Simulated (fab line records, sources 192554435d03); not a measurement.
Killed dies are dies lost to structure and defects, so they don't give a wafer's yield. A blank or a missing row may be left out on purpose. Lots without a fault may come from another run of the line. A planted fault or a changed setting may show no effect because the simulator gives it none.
Split-lot experiment | flow n5_finfet | 7 lots, 21 wafers read, on a route of 1938 steps

THE SPLIT
At N5_BEOL_M4_DESCUM_33 (chemistry O2, time 7 s), the setting time_s was moved away from the recipe's 7 s on 8 of the 21 wafers read, by -21.3% to +18.3%. The other wafers ran this setting at the recipe's value.

FROM THE SPLIT TO THE READING: what the file shows between them, 3 steps
- N5_BEOL_M4_ETCH_77: etches underlayer in N2/H2, target depth 6.5 nm, time 5.2 s
- N5_BEOL_M4_ETCH_69: etches SiARC in CF4, target depth 15.6 nm, time 26 s (also split here: cf4_flow_sccm)
- N5_BEOL_M4_ALD_98: deposits SiO2, target thk 2.5 nm, pulse time 1 s, co reactant pulse time 1 s

THE READING
CAR-EUV_of_BEOL_M4_COAT_22.thk_nm (the simulator's own value, which no gauge read), in nm, at N5_BEOL_M4_ETCHBACK_99 (etches SiO2 in CHF3, target depth 5 nm, time 10.4 s). The file gives no usual value for it. The 13 wafers here that ran the recipe average 10.4 nm, standard deviation 0.14 nm.

wafer  | tool, chamber at the split | time_s as run, s | against the recipe | CAR-EUV_of_BEOL_M4_COAT_22.thk_nm, nm | against lot-mates on the recipe
L075.1 | rie_diel-06, 2             | 6.245            | -10.8%             | 10.8                                  | +0.4
L075.3 | rie_diel-06, 3,2           | 7                | recipe             | 10.4                                  | -
L075.5 | rie_diel-06, 3,2           | 7                | recipe             | 10.4                                  | -
L076.1 | rie_diel-06, 3,2,2         | 7                | recipe             | 10.4                                  | -
L076.4 | rie_diel-06, 3,2,2         | 7                | recipe             | 10.4                                  | -
L076.2 | rie_diel-06, 3,2,2         | 7                | recipe             | 10.6                                  | -
L079.1 | rie_diel-06, 0             | 7                | recipe             | 10.6                                  | -
L079.2 | rie_diel-06, 3,2           | 8.192            | +17.0%             | 10                                    | -0.6
L079.4 | rie_diel-06, 3,2           | 8.192            | +17.0%             | 9.8                                   | -0.8
L084.4 | rie_diel-06, 3             | 7                | recipe             | 10.4                                  | -
L084.5 | rie_diel-06, 2             | 7                | recipe             | 10.2                                  | -
L084.6 | rie_diel-06, 1             | 5.507            | -21.3%             | 11                                    | +0.7
L088.1 | rie_diel-06, 3             | 7.475            | +6.8%              | 10.2                                  | -0.4
L088.2 | rie_diel-06, 2             | 7.475            | +6.8%              | 10.2                                  | -0.4
L088.4 | rie_diel-06, 2             | 7                | recipe             | 10.6                                  | -
L094.1 | rie_diel-02, 3             | 8.28             | +18.3%             | 9.8                                   | -0.8
L094.5 | rie_diel-02, 3             | 7                | recipe             | 10.6                                  | -
L094.6 | rie_diel-02, 0             | 8.28             | +18.3%             | 10                                    | -0.6
L096.1 | rie_diel-02, 0             | 7                | recipe             | 10.6                                  | -
L096.4 | rie_diel-02, 3,2           | 7                | recipe             | 10.2                                  | -
L096.6 | rie_diel-02, 3,2           | 7                | recipe             | 10.4                                  | -
Where a row lists several chambers, the file gives one row for several wafers and doesn't say which wafer went through which chamber.

THE FIT
A straight line over all 21 wafers: CAR-EUV_of_BEOL_M4_COAT_22.thk_nm changes by -0.0298 nm for each +1% of time_s; r = -0.92; the points scatter about the line by 0.13 nm.
The same after taking each lot's own level away (the mean of its wafers on the recipe; 21 wafers): -0.0381 nm for each +1%; r = -0.96; scatter 0.11 nm.
On that fit, the largest move of time_s shifts the reading by 0.81 nm.
The lots' own levels span 10.30 to 10.60 nm, that is 2.2 times the standard deviation above.
So the lot-to-lot level changes the slope: the two fits differ.
Check: with one of the wafers moved furthest among these (-21.3%) left out of the fit, the line predicts +0.839 nm for it against its lot-mates. It came out at +0.7 nm against them.

OTHER SPLITS ON THESE WAFERS
These wafers also went through other splits before the reading. Each is held against what the fit with the lots' levels taken away leaves over:
other split on the same wafers   | wafers away from the commonest value | r with CAR-EUV_of_BEOL_M4_COAT_22.thk_nm (lot level and that fit taken away)
N5_BEOL_M3_COAT_22 spin_rpm      | 8                                    | -0.08
N5_BEOL_M4_DESCUM_16 time_s      | 7                                    | +0.10
N5_BEOL_M4_ETCH_69 cf4_flow_sccm | 4                                    | -0.10

THE WHOLE CHAIN: every reading that the file lists as answering this split, in the file's order
step                   | what it does                                                | reading                                                                            | change (the file's fit)                | r (the file's)
N5_BEOL_M4_DESCUM_33   | chemistry O2, time 7 s                                      | CAR-EUV_of_BEOL_M4_COAT_22.thk_nm (the simulator's own value, which no gauge read) | -0.0357 nm for each +1% of the setting | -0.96
N5_BEOL_M4_ETCH_77     | etches underlayer in N2/H2, target depth 6.5 nm, time 5.2 s | CAR-EUV_of_BEOL_M4_COAT_22.thk_nm (the simulator's own value, which no gauge read) | -0.0329 nm for each +1% of the setting | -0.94
N5_BEOL_M4_ETCHBACK_99 | etches SiO2 in CHF3, target depth 5 nm, time 10.4 s         | CAR-EUV_of_BEOL_M4_COAT_22.thk_nm (the simulator's own value, which no gauge read) | -0.0376 nm for each +1% of the setting | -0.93

THE FILE'S OWN FIT
CAR-EUV_of_BEOL_M4_COAT_22.thk_nm changes by -0.0376 nm for each +1% of time_s, r = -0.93.
